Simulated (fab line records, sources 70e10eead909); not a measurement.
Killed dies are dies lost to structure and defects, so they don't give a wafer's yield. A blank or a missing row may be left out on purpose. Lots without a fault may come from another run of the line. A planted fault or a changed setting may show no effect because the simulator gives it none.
Which tool did it? | flow nand_harc | 6 lots, 18 wafers sampled, at 2 steps of a route of 1302

WHAT THE GAUGES READ, wafer by wafer
NHARC_A_ONON_D2_THK_MEAS_18: measures by ellipsometry.
lot  | measured     | on            | thk_nm (nm)
L864 | day 13 01:41 | film_metro-02 | 1004 1002 1002
L868 | day 14 08:45 | film_metro-02 | 987 988 987
L881 | day 19 15:23 | film_metro-01 | 993 994 994
L882 | day 20 04:55 | film_metro-01 | 992 994 993
L884 | day 21 06:45 | film_metro-02 | 1000 1000 997
L885 | day 21 20:28 | film_metro-01 | 1010 1010 1009

WHICH TOOL RAN EACH LOT (tool, then ch and the chambers of the sampled wafers, then the start)
lot  | NHARC_A_ONON_D2_DEP_16
L864 | pecvd_onon-02 ch 0, day 13 01:11
L868 | pecvd_onon-02 ch 0, day 14 08:21
L881 | pecvd_onon-01 ch 0, day 19 14:53
L882 | pecvd_onon-04 ch 0, day 20 04:31
L884 | pecvd_onon-02 ch 0, day 21 06:25
L885 | pecvd_onon-01 ch 0, day 21 20:01
- NHARC_A_ONON_D2_DEP_16: target thk 1000 nm.

THE ANSWER, worked out from the rows above alone
Rule: what is usual is taken from the lots themselves. Put in order of their means at a reading, lots are off if they are a third of the lots or fewer, leave a main group of 4 or more, and stand apart from it by a gap of 3 or more times the standard deviation of the main group's means; of several such gaps the widest counts. A main group whose means are all the same, to the digits that the tables above print for the reading, isn't used. A lot without any number at a reading at which 4 lots or more have one is off too. The other lots that the step has rows for count as sound.
No lot is off at any reading shown: from this, nothing can be told.

WHAT THE SIMULATOR HAD PUT IN
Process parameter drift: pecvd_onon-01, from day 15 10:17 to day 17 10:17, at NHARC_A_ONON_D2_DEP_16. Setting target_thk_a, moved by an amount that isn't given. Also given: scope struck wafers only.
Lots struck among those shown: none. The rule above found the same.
